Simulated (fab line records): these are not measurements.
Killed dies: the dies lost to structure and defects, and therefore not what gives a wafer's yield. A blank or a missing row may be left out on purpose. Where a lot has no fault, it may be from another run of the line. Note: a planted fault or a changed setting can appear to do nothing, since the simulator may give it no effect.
What tool caused it? || flow nandHarc || 24 lots with 72 wafers sampled at 5 steps, on a route of 1302 steps

## WHAT THE GAUGES SHOWED, per wafer
NHARC_A_SGD_CUT_INSPECT_11.
{"lot": "L074", "measured": "day 20 03:38", "on": "defectInspect-01", "rawDefectCount": "73 57 66"}
{"lot": "L076", "measured": "day 19 22:39", "on": "defectInspect-01", "rawDefectCount": "13 21 11"}
{"lot": "L075", "measured": "day 19 22:22", "on": "defectInspect-02", "rawDefectCount": "66 53 58"}
{"lot": "L077", "measured": "day 20 01:28", "on": "defectInspect-01", "rawDefectCount": "118 128 114"}
{"lot": "L078", "measured": "day 20 15:41", "on": "defectInspect-01", "rawDefectCount": "13 15 22"}
{"lot": "L080", "measured": "day 21 01:58", "on": "defectInspect-02", "rawDefectCount": "17 18 16"}
{"lot": "L079", "measured": "day 21 00:40", "on": "defectInspect-02", "rawDefectCount": "124 101 107"}
{"lot": "L081", "measured": "day 21 23:18", "on": "defectInspect-02", "rawDefectCount": "69 76 90"}
{"lot": "L082", "measured": "day 22 10:03", "on": "defectInspect-01", "rawDefectCount": "47 50 63"}
{"lot": "L083", "measured": "day 22 23:28", "on": "defectInspect-02", "rawDefectCount": "81 73 83"}
{"lot": "L086", "measured": "day 23 10:06", "on": "defectInspect-02", "rawDefectCount": "64 63 65"}
{"lot": "L084", "measured": "day 23 11:18", "on": "defectInspect-02", "rawDefectCount": "18 19 21"}
{"lot": "L085", "measured": "day 23 11:01", "on": "defectInspect-01", "rawDefectCount": "38 40 32"}
{"lot": "L087", "measured": "day 24 01:52", "on": "defectInspect-02", "rawDefectCount": "28 20 23"}
{"lot": "L088", "measured": "day 25 01:11", "on": "defectInspect-02", "rawDefectCount": "19 21 24"}
{"lot": "L089", "measured": "day 25 01:00", "on": "defectInspect-02", "rawDefectCount": "101 91 91"}
{"lot": "L090", "measured": "day 25 15:49", "on": "defectInspect-01", "rawDefectCount": "50 53 47"}
{"lot": "L091", "measured": "day 25 15:58", "on": "defectInspect-02", "rawDefectCount": "112 86 93"}
{"lot": "L092", "measured": "day 26 18:47", "on": "defectInspect-01", "rawDefectCount": "26 20 22"}
{"lot": "L093", "measured": "day 26 15:54", "on": "defectInspect-02", "rawDefectCount": "109 87 86"}
{"lot": "L094", "measured": "day 27 19:42", "on": "defectInspect-02", "rawDefectCount": "49 53 56"}
{"lot": "L095", "measured": "day 27 19:20", "on": "defectInspect-01", "rawDefectCount": "28 22 23"}
{"lot": "L096", "measured": "day 27 21:13", "on": "defectInspect-02", "rawDefectCount": "69 74 70"}
{"lot": "L097", "measured": "day 28 15:01", "on": "defectInspect-01", "rawDefectCount": "7 8 4"}

## WHAT TOOL EACH LOT RAN ON (gives the tool, then ch and the chambers of the sampled wafers, and finally the start)
{"lot": "L074", "NHARC_A_STAIRCASE_DEP_322": "pecvd-02 ch 0,1,2, day 18 20:35", "NHARC_A_STAIRCASE_DESCUM_443": "rieDiel-06 ch 0,1, day 19 14:34", "NHARC_A_STAIRCASE_CMP_450": "cmp-02 ch 0,1,2, day 19 23:34", "NHARC_A_STAIRCASE_CMP_472": "cmp-02 ch 0,1, day 20 02:21"}
{"lot": "L076", "NHARC_A_STAIRCASE_DEP_322": "pecvd-04 ch 1,2, day 18 20:40", "NHARC_A_STAIRCASE_DESCUM_443": "rieDiel-08 ch 0,1,3, day 19 14:31", "NHARC_A_STAIRCASE_CMP_450": "cmp-01 ch 0,1,3, day 19 19:49", "NHARC_A_STAIRCASE_CMP_472": "cmp-01 ch 1,2,3, day 19 21:24"}
{"lot": "L075", "NHARC_A_STAIRCASE_DEP_322": "pecvd-03 ch 0,1,2, day 18 20:52", "NHARC_A_STAIRCASE_DESCUM_443": "rieDiel-06 ch 1,2, day 19 14:29", "NHARC_A_STAIRCASE_CMP_450": "cmp-03 ch 0,1,2, day 19 19:49", "NHARC_A_STAIRCASE_CMP_472": "cmp-03 ch 0,1, day 19 21:15"}
{"lot": "L077", "NHARC_A_STAIRCASE_DEP_322": "pecvd-04 ch 0,1,2, day 18 21:14", "NHARC_A_STAIRCASE_DESCUM_443": "rieDiel-08 ch 1,2,3, day 19 14:37", "NHARC_A_STAIRCASE_CMP_450": "cmp-03 ch 0,1,2, day 19 22:40", "NHARC_A_STAIRCASE_CMP_472": "cmp-02 ch 1,2,3, day 20 00:13"}
{"lot": "L078", "NHARC_A_STAIRCASE_DEP_322": "pecvd-04 ch 1,2, day 19 16:41", "NHARC_A_STAIRCASE_DESCUM_443": "rieDiel-07 ch 0,1, day 20 07:44", "NHARC_A_STAIRCASE_CMP_450": "cmp-01 ch 1,2, day 20 12:59", "NHARC_A_STAIRCASE_CMP_472": "cmp-01 ch 1,2, day 20 14:25"}
{"lot": "L080", "NHARC_A_STAIRCASE_DEP_322": "pecvd-03 ch 0,1, day 20 00:57", "NHARC_A_STAIRCASE_DESCUM_443": "rieDiel-06 ch 0,3, day 20 16:54", "NHARC_A_STAIRCASE_CMP_450": "cmp-01 ch 0,2,3, day 20 23:17", "NHARC_A_STAIRCASE_CMP_472": "cmp-03 ch 0,3, day 21 00:43"}
{"lot": "L079", "NHARC_A_STAIRCASE_DEP_322": "pecvd-03 ch 0,2, day 20 01:37", "NHARC_A_STAIRCASE_DESCUM_443": "rieDiel-08 ch 2,3, day 20 16:37", "NHARC_A_STAIRCASE_CMP_450": "cmp-02 ch 1,3, day 20 21:52", "NHARC_A_STAIRCASE_CMP_472": "cmp-02 ch 0,1, day 20 23:24"}
{"lot": "L081", "NHARC_A_STAIRCASE_DEP_322": "pecvd-02 ch 1,2, day 20 18:03", "NHARC_A_STAIRCASE_DESCUM_443": "rieDiel-07 ch 0,1,3, day 21 15:16", "NHARC_A_STAIRCASE_CMP_450": "cmp-01 ch 0,2, day 21 20:33", "NHARC_A_STAIRCASE_CMP_472": "cmp-03 ch 0,1,3, day 21 22:01"}
{"lot": "L082", "NHARC_A_STAIRCASE_DEP_322": "pecvd-02 ch 0,1,2, day 21 04:01", "NHARC_A_STAIRCASE_DESCUM_443": "rieDiel-07 ch 0,1,3, day 22 02:01", "NHARC_A_STAIRCASE_CMP_450": "cmp-03 ch 1,2,3, day 22 07:16", "NHARC_A_STAIRCASE_CMP_472": "cmp-02 ch 1,2,3, day 22 08:43"}
{"lot": "L083", "NHARC_A_STAIRCASE_DEP_322": "pecvd-02 ch 0,1,2, day 21 22:20", "NHARC_A_STAIRCASE_DESCUM_443": "rieDiel-08 ch 0,2,3, day 22 14:14", "NHARC_A_STAIRCASE_CMP_450": "cmp-01 ch 1,2,3, day 22 20:44", "NHARC_A_STAIRCASE_CMP_472": "cmp-02 ch 1,2,3, day 22 22:13"}
{"lot": "L086", "NHARC_A_STAIRCASE_DEP_322": "pecvd-03 ch 0,1,2, day 22 08:43", "NHARC_A_STAIRCASE_DESCUM_443": "rieDiel-07 ch 2,3, day 23 02:01", "NHARC_A_STAIRCASE_CMP_450": "cmp-03 ch 2,3, day 23 07:20", "NHARC_A_STAIRCASE_CMP_472": "cmp-01 ch 0,2,3, day 23 08:54"}
{"lot": "L084", "NHARC_A_STAIRCASE_DEP_322": "pecvd-04 ch 0,1,2, day 22 08:46", "NHARC_A_STAIRCASE_DESCUM_443": "rieDiel-08 ch 0,2,3, day 23 02:11", "NHARC_A_STAIRCASE_CMP_450": "cmp-03 ch 0,1,3, day 23 08:30", "NHARC_A_STAIRCASE_CMP_472": "cmp-01 ch 0,1,2, day 23 09:56"}
{"lot": "L085", "NHARC_A_STAIRCASE_DEP_322": "pecvd-02 ch 0,2, day 22 08:52", "NHARC_A_STAIRCASE_DESCUM_443": "rieDiel-06 ch 1,2, day 23 03:05", "NHARC_A_STAIRCASE_CMP_450": "cmp-02 ch 1,2, day 23 08:20", "NHARC_A_STAIRCASE_CMP_472": "cmp-02 ch 0,1,2, day 23 09:55"}
{"lot": "L087", "NHARC_A_STAIRCASE_DEP_322": "pecvd-02 ch 0,1,2, day 22 23:32", "NHARC_A_STAIRCASE_DESCUM_443": "rieDiel-08 ch 0,1,3, day 23 17:59", "NHARC_A_STAIRCASE_CMP_450": "cmp-01 ch 0,1,2, day 23 23:16", "NHARC_A_STAIRCASE_CMP_472": "cmp-03 ch 0,2,3, day 24 00:47"}
{"lot": "L088", "NHARC_A_STAIRCASE_DEP_322": "pecvd-04 ch 1,2, day 23 21:51", "NHARC_A_STAIRCASE_DESCUM_443": "rieDiel-06 ch 0,1,2, day 24 17:05", "NHARC_A_STAIRCASE_CMP_450": "cmp-01 ch 1,2, day 24 22:28", "NHARC_A_STAIRCASE_CMP_472": "cmp-03 ch 0,1,3, day 25 00:00"}
{"lot": "L089", "NHARC_A_STAIRCASE_DEP_322": "pecvd-02 ch 0,1, day 23 21:55", "NHARC_A_STAIRCASE_DESCUM_443": "rieDiel-07 ch 0,2,3, day 24 16:52", "NHARC_A_STAIRCASE_CMP_450": "cmp-03 ch 0,1,3, day 24 22:10", "NHARC_A_STAIRCASE_CMP_472": "cmp-02 ch 0,2,3, day 24 23:45"}
{"lot": "L090", "NHARC_A_STAIRCASE_DEP_322": "pecvd-03 ch 0,1,2, day 24 15:59", "NHARC_A_STAIRCASE_DESCUM_443": "rieDiel-07 ch 1,2,3, day 25 07:46", "NHARC_A_STAIRCASE_CMP_450": "cmp-03 ch 0,1,3, day 25 13:07", "NHARC_A_STAIRCASE_CMP_472": "cmp-03 ch 1,2,3, day 25 14:35"}
{"lot": "L091", "NHARC_A_STAIRCASE_DEP_322": "pecvd-02 ch 0,2, day 24 16:05", "NHARC_A_STAIRCASE_DESCUM_443": "rieDiel-06 ch 0,1,3, day 25 07:56", "NHARC_A_STAIRCASE_CMP_450": "cmp-01 ch 1,2,3, day 25 13:13", "NHARC_A_STAIRCASE_CMP_472": "cmp-01 ch 1,2,3, day 25 14:41"}
{"lot": "L092", "NHARC_A_STAIRCASE_DEP_322": "pecvd-03 ch 1,2, day 25 15:07", "NHARC_A_STAIRCASE_DESCUM_443": "rieDiel-08 ch 0,1, day 26 07:55", "NHARC_A_STAIRCASE_CMP_450": "cmp-02 ch 0,1, day 26 16:05", "NHARC_A_STAIRCASE_CMP_472": "cmp-03 ch 1,3, day 26 17:33"}
{"lot": "L093", "NHARC_A_STAIRCASE_DEP_322": "pecvd-04 ch 0,1,2, day 25 15:24", "NHARC_A_STAIRCASE_DESCUM_443": "rieDiel-08 ch 1,2, day 26 07:52", "NHARC_A_STAIRCASE_CMP_450": "cmp-01 ch 1,2,3, day 26 13:14", "NHARC_A_STAIRCASE_CMP_472": "cmp-01 ch 1,2,3, day 26 14:42"}
{"lot": "L094", "NHARC_A_STAIRCASE_DEP_322": "pecvd-02 ch 0,2, day 26 15:40", "NHARC_A_STAIRCASE_DESCUM_443": "rieDiel-07 ch 1,2,3, day 27 11:30", "NHARC_A_STAIRCASE_CMP_450": "cmp-02 ch 1,2,3, day 27 16:49", "NHARC_A_STAIRCASE_CMP_472": "cmp-02 ch 1,2,3, day 27 18:22"}
{"lot": "L095", "NHARC_A_STAIRCASE_DEP_322": "pecvd-04 ch 1,2, day 26 21:02", "NHARC_A_STAIRCASE_DESCUM_443": "rieDiel-08 ch 0,2,3, day 27 11:20", "NHARC_A_STAIRCASE_CMP_450": "cmp-01 ch 0,1,2, day 27 16:38", "NHARC_A_STAIRCASE_CMP_472": "cmp-02 ch 0,2,3, day 27 18:05"}
{"lot": "L096", "NHARC_A_STAIRCASE_DEP_322": "pecvd-02 ch 0,1, day 26 21:02", "NHARC_A_STAIRCASE_DESCUM_443": "rieDiel-06 ch 0,2,3, day 27 11:47", "NHARC_A_STAIRCASE_CMP_450": "cmp-02 ch 2,3, day 27 18:31", "NHARC_A_STAIRCASE_CMP_472": "cmp-02 ch 0,3, day 27 19:59"}
{"lot": "L097", "NHARC_A_STAIRCASE_DEP_322": "pecvd-03 ch 0,1, day 27 13:46", "NHARC_A_STAIRCASE_DESCUM_443": "rieDiel-06 ch 0,2, day 28 06:58", "NHARC_A_STAIRCASE_CMP_450": "cmp-01 ch 0,1,2, day 28 12:13", "NHARC_A_STAIRCASE_CMP_472": "cmp-01 ch 1,3, day 28 13:46"}
- NHARC_A_STAIRCASE_DEP_322: deposits SiO2, target thk 7200 nm.
- NHARC_A_STAIRCASE_DESCUM_443: chemistry O2, time 3 s.
- NHARC_A_STAIRCASE_CMP_450: polishes SiO2, target thk 200 nm.
- NHARC_A_STAIRCASE_CMP_472: polishes SiO2.

## WHAT THE TOOLS THEMSELVES READ (means of the sampled wafers that have a number; where no wafer has one, the mark that the record gives instead)
NHARC_A_STAIRCASE_DEP_322.
{"lot": "L074", "tool": "pecvd-02", "heaterPowerW (W)": 580, "susceptorTempC (C)": 400.24}
{"lot": "L076", "tool": "pecvd-04", "heaterPowerW (W)": 719, "susceptorTempC (C)": 399.96}
{"lot": "L075", "tool": "pecvd-03", "heaterPowerW (W)": 628, "susceptorTempC (C)": 400.11}
{"lot": "L077", "tool": "pecvd-04", "heaterPowerW (W)": 634, "susceptorTempC (C)": 399.93}
{"lot": "L078", "tool": "pecvd-04", "heaterPowerW (W)": 590, "susceptorTempC (C)": 399.95}
{"lot": "L080", "tool": "pecvd-03", "heaterPowerW (W)": 665, "susceptorTempC (C)": 400.16}
{"lot": "L079", "tool": "pecvd-03", "heaterPowerW (W)": 608, "susceptorTempC (C)": 400.07}
{"lot": "L081", "tool": "pecvd-02", "heaterPowerW (W)": 594, "susceptorTempC (C)": 399.84}
{"lot": "L082", "tool": "pecvd-02", "heaterPowerW (W)": 647, "susceptorTempC (C)": 400.06}
{"lot": "L083", "tool": "pecvd-02", "heaterPowerW (W)": 645, "susceptorTempC (C)": 400.03}
{"lot": "L086", "tool": "pecvd-03", "heaterPowerW (W)": 637, "susceptorTempC (C)": 399.93}
{"lot": "L084", "tool": "pecvd-04", "heaterPowerW (W)": 718, "susceptorTempC (C)": 400.01}
{"lot": "L085", "tool": "pecvd-02", "heaterPowerW (W)": 556, "susceptorTempC (C)": 400.09}
{"lot": "L087", "tool": "pecvd-02", "heaterPowerW (W)": 600, "susceptorTempC (C)": 399.88}
{"lot": "L088", "tool": "pecvd-04", "heaterPowerW (W)": 579, "susceptorTempC (C)": 399.90}
{"lot": "L089", "tool": "pecvd-02", "heaterPowerW (W)": 651, "susceptorTempC (C)": 399.89}
{"lot": "L090", "tool": "pecvd-03", "heaterPowerW (W)": 711, "susceptorTempC (C)": 400.02}
{"lot": "L091", "tool": "pecvd-02", "heaterPowerW (W)": 638, "susceptorTempC (C)": 400.22}
{"lot": "L092", "tool": "pecvd-03", "heaterPowerW (W)": 720, "susceptorTempC (C)": 400.04}
{"lot": "L093", "tool": "pecvd-04", "heaterPowerW (W)": 604, "susceptorTempC (C)": 400.15}
{"lot": "L094", "tool": "pecvd-02", "heaterPowerW (W)": 597, "susceptorTempC (C)": 400.03}
{"lot": "L095", "tool": "pecvd-04", "heaterPowerW (W)": 675, "susceptorTempC (C)": 399.93}
{"lot": "L096", "tool": "pecvd-02", "heaterPowerW (W)": 585, "susceptorTempC (C)": 400.14}
{"lot": "L097", "tool": "pecvd-03", "heaterPowerW (W)": 659, "susceptorTempC (C)": 400.24}

NHARC_A_STAIRCASE_DESCUM_443.
{"lot": "L074", "tool": "rieDiel-06", "drypumpMotorCurrentA (A)": 5.6, "oesProductAu (a.u.)": 1.002, "rfVppV (V)": 57.5, "showerheadPlenumPTorr (Torr)": 1.98, "throttleValvePct (%)": 11.306}
{"lot": "L076", "tool": "rieDiel-08", "drypumpMotorCurrentA (A)": 5.5, "oesProductAu (a.u.)": 1.006, "rfVppV (V)": 57.3, "showerheadPlenumPTorr (Torr)": 1.88, "throttleValvePct (%)": 11.315}
{"lot": "L075", "tool": "rieDiel-06", "drypumpMotorCurrentA (A)": 6.3, "oesProductAu (a.u.)": 0.992, "rfVppV (V)": 58.0, "showerheadPlenumPTorr (Torr)": 1.87, "throttleValvePct (%)": 11.311}
{"lot": "L077", "tool": "rieDiel-08", "drypumpMotorCurrentA (A)": 5.5, "oesProductAu (a.u.)": 1.001, "rfVppV (V)": 57.9, "showerheadPlenumPTorr (Torr)": 1.87, "throttleValvePct (%)": 11.302}
{"lot": "L078", "tool": "rieDiel-07", "drypumpMotorCurrentA (A)": 5.8, "oesProductAu (a.u.)": 0.985, "rfVppV (V)": 57.7, "showerheadPlenumPTorr (Torr)": 2.00, "throttleValvePct (%)": 11.317}
{"lot": "L080", "tool": "rieDiel-06", "drypumpMotorCurrentA (A)": 5.8, "oesProductAu (a.u.)": 0.992, "rfVppV (V)": 57.3, "showerheadPlenumPTorr (Torr)": 1.93, "throttleValvePct (%)": 11.319}
{"lot": "L079", "tool": "rieDiel-08", "drypumpMotorCurrentA (A)": 5.5, "oesProductAu (a.u.)": 0.994, "rfVppV (V)": 57.0, "showerheadPlenumPTorr (Torr)": 1.82, "throttleValvePct (%)": 11.309}
{"lot": "L081", "tool": "rieDiel-07", "drypumpMotorCurrentA (A)": 5.5, "oesProductAu (a.u.)": 0.991, "rfVppV (V)": 57.8, "showerheadPlenumPTorr (Torr)": 1.95, "throttleValvePct (%)": 11.307}
{"lot": "L082", "tool": "rieDiel-07", "drypumpMotorCurrentA (A)": 5.4, "oesProductAu (a.u.)": 0.995, "rfVppV (V)": 57.6, "showerheadPlenumPTorr (Torr)": 1.95, "throttleValvePct (%)": 11.311}
{"lot": "L083", "tool": "rieDiel-08", "drypumpMotorCurrentA (A)": 5.4, "oesProductAu (a.u.)": 0.994, "rfVppV (V)": 57.6, "showerheadPlenumPTorr (Torr)": 1.86, "throttleValvePct (%)": 11.307}
{"lot": "L086", "tool": "rieDiel-07", "drypumpMotorCurrentA (A)": 5.3, "oesProductAu (a.u.)": 1.005, "rfVppV (V)": 57.5, "showerheadPlenumPTorr (Torr)": 1.90, "throttleValvePct (%)": 11.306}
{"lot": "L084", "tool": "rieDiel-08", "drypumpMotorCurrentA (A)": 5.4, "oesProductAu (a.u.)": 0.992, "rfVppV (V)": 57.6, "showerheadPlenumPTorr (Torr)": 1.86, "throttleValvePct (%)": 11.313}
{"lot": "L085", "tool": "rieDiel-06", "drypumpMotorCurrentA (A)": 6.4, "oesProductAu (a.u.)": 0.999, "rfVppV (V)": 56.8, "showerheadPlenumPTorr (Torr)": 1.87, "throttleValvePct (%)": 11.312}
{"lot": "L087", "tool": "rieDiel-08", "drypumpMotorCurrentA (A)": 5.5, "oesProductAu (a.u.)": 1.006, "rfVppV (V)": 58.1, "showerheadPlenumPTorr (Torr)": 1.87, "throttleValvePct (%)": 11.300}
{"lot": "L088", "tool": "rieDiel-06", "drypumpMotorCurrentA (A)": 5.9, "oesProductAu (a.u.)": 1.003, "rfVppV (V)": 58.1, "showerheadPlenumPTorr (Torr)": 1.91, "throttleValvePct (%)": 11.303}
{"lot": "L089", "tool": "rieDiel-07", "drypumpMotorCurrentA (A)": 5.6, "oesProductAu (a.u.)": 0.987, "rfVppV (V)": 58.0, "showerheadPlenumPTorr (Torr)": 1.95, "throttleValvePct (%)": 11.315}
{"lot": "L090", "tool": "rieDiel-07", "drypumpMotorCurrentA (A)": 5.2, "oesProductAu (a.u.)": 0.997, "rfVppV (V)": 57.5, "showerheadPlenumPTorr (Torr)": 1.93, "throttleValvePct (%)": 11.314}
{"lot": "L091", "tool": "rieDiel-06", "drypumpMotorCurrentA (A)": 5.7, "oesProductAu (a.u.)": 0.995, "rfVppV (V)": 57.9, "showerheadPlenumPTorr (Torr)": 1.92, "throttleValvePct (%)": 11.311}
{"lot": "L092", "tool": "rieDiel-08", "drypumpMotorCurrentA (A)": 5.4, "oesProductAu (a.u.)": 1.016, "rfVppV (V)": 57.3, "showerheadPlenumPTorr (Torr)": 1.90, "throttleValvePct (%)": 11.313}
{"lot": "L093", "tool": "rieDiel-08", "drypumpMotorCurrentA (A)": 5.6, "oesProductAu (a.u.)": 1.007, "rfVppV (V)": 57.7, "showerheadPlenumPTorr (Torr)": 1.91, "throttleValvePct (%)": 11.309}
{"lot": "L094", "tool": "rieDiel-07", "drypumpMotorCurrentA (A)": 5.2, "oesProductAu (a.u.)": 0.987, "rfVppV (V)": 57.8, "showerheadPlenumPTorr (Torr)": 1.92, "throttleValvePct (%)": 11.310}
{"lot": "L095", "tool": "rieDiel-08", "drypumpMotorCurrentA (A)": 5.4, "oesProductAu (a.u.)": 1.010, "rfVppV (V)": 56.9, "showerheadPlenumPTorr (Torr)": 1.85, "throttleValvePct (%)": 11.307}
{"lot": "L096", "tool": "rieDiel-06", "drypumpMotorCurrentA (A)": 6.0, "oesProductAu (a.u.)": 0.997, "rfVppV (V)": 57.1, "showerheadPlenumPTorr (Torr)": 1.90, "throttleValvePct (%)": 11.308}
{"lot": "L097", "tool": "rieDiel-06", "drypumpMotorCurrentA (A)": 6.2, "oesProductAu (a.u.)": 1.000, "rfVppV (V)": 58.1, "showerheadPlenumPTorr (Torr)": 1.89, "throttleValvePct (%)": 11.314}

NHARC_A_STAIRCASE_CMP_450.
{"lot": "L074", "tool": "cmp-02", "motorCurrentA (A)": 12.2}
{"lot": "L076", "tool": "cmp-01", "motorCurrentA (A)": 11.9}
{"lot": "L075", "tool": "cmp-03", "motorCurrentA (A)": 12.2}
{"lot": "L077", "tool": "cmp-03", "motorCurrentA (A)": 12.4}
{"lot": "L078", "tool": "cmp-01", "motorCurrentA (A)": 10.8}
{"lot": "L080", "tool": "cmp-01", "motorCurrentA (A)": 11.5}
{"lot": "L079", "tool": "cmp-02", "motorCurrentA (A)": 13.3}
{"lot": "L081", "tool": "cmp-01", "motorCurrentA (A)": 12.4}
{"lot": "L082", "tool": "cmp-03", "motorCurrentA (A)": 11.2}
{"lot": "L083", "tool": "cmp-01", "motorCurrentA (A)": 11.0}
{"lot": "L086", "tool": "cmp-03", "motorCurrentA (A)": 11.6}
{"lot": "L084", "tool": "cmp-03", "motorCurrentA (A)": 11.4}
{"lot": "L085", "tool": "cmp-02", "motorCurrentA (A)": 13.0}
{"lot": "L087", "tool": "cmp-01", "motorCurrentA (A)": 11.9}
{"lot": "L088", "tool": "cmp-01", "motorCurrentA (A)": 11.6}
{"lot": "L089", "tool": "cmp-03", "motorCurrentA (A)": 11.2}
{"lot": "L090", "tool": "cmp-03", "motorCurrentA (A)": 11.3}
{"lot": "L091", "tool": "cmp-01", "motorCurrentA (A)": 10.5}
{"lot": "L092", "tool": "cmp-02", "motorCurrentA (A)": 11.4}
{"lot": "L093", "tool": "cmp-01", "motorCurrentA (A)": 11.0}
{"lot": "L094", "tool": "cmp-02", "motorCurrentA (A)": 13.3}
{"lot": "L095", "tool": "cmp-01", "motorCurrentA (A)": 11.9}
{"lot": "L096", "tool": "cmp-02", "motorCurrentA (A)": 12.3}
{"lot": "L097", "tool": "cmp-01", "motorCurrentA (A)": 11.4}

NHARC_A_STAIRCASE_CMP_472.
{"lot": "L074", "tool": "cmp-02", "motorCurrentA (A)": 11.5}
{"lot": "L076", "tool": "cmp-01", "motorCurrentA (A)": 11.1}
{"lot": "L075", "tool": "cmp-03", "motorCurrentA (A)": 11.5}
{"lot": "L077", "tool": "cmp-02", "motorCurrentA (A)": 13.0}
{"lot": "L078", "tool": "cmp-01", "motorCurrentA (A)": 10.8}
{"lot": "L080", "tool": "cmp-03", "motorCurrentA (A)": 10.9}
{"lot": "L079", "tool": "cmp-02", "motorCurrentA (A)": 12.4}
{"lot": "L081", "tool": "cmp-03", "motorCurrentA (A)": 11.3}
{"lot": "L082", "tool": "cmp-02", "motorCurrentA (A)": 13.0}
{"lot": "L083", "tool": "cmp-02", "motorCurrentA (A)": 12.2}
{"lot": "L086", "tool": "cmp-01", "motorCurrentA (A)": 11.4}
{"lot": "L084", "tool": "cmp-01", "motorCurrentA (A)": 11.9}
{"lot": "L085", "tool": "cmp-02", "motorCurrentA (A)": 12.5}
{"lot": "L087", "tool": "cmp-03", "motorCurrentA (A)": 11.6}
{"lot": "L088", "tool": "cmp-03", "motorCurrentA (A)": 11.5}
{"lot": "L089", "tool": "cmp-02", "motorCurrentA (A)": 11.6}
{"lot": "L090", "tool": "cmp-03", "motorCurrentA (A)": 11.2}
{"lot": "L091", "tool": "cmp-01", "motorCurrentA (A)": 11.4}
{"lot": "L092", "tool": "cmp-03", "motorCurrentA (A)": 9.7}
{"lot": "L093", "tool": "cmp-01", "motorCurrentA (A)": 10.8}
{"lot": "L094", "tool": "cmp-02", "motorCurrentA (A)": 12.9}
{"lot": "L095", "tool": "cmp-02", "motorCurrentA (A)": 12.0}
{"lot": "L096", "tool": "cmp-02", "motorCurrentA (A)": 12.6}
{"lot": "L097", "tool": "cmp-01", "motorCurrentA (A)": 11.3}

## THE ANSWER, worked out from the rows above alone
Rule: the usual values come from the lots themselves. Put in order of their means at a reading, lots are off if they are a third of the lots or fewer, leave a main group of 4 or more, and stand apart from it by a gap of 3 or more times the standard deviation of the main group's means; of several such gaps the widest counts. If all means in a main group match to the digits the tables above print for the reading, that group is not used. Also off: a lot with no number at a reading for which 4 or more lots have one. Any other lot the step has rows for is counted as sound. Order of review: gauges by route order, followed by the tools' own readings, for which a lot's mean as printed above is used. The first step at which some lot is off is used, and at that step the reading that is off furthest; a lot without a number counts as furthest.
No lot is off at any reading shown: from this, nothing can be told.

## WHAT HAD BEEN PUT IN BY THE SIMULATOR
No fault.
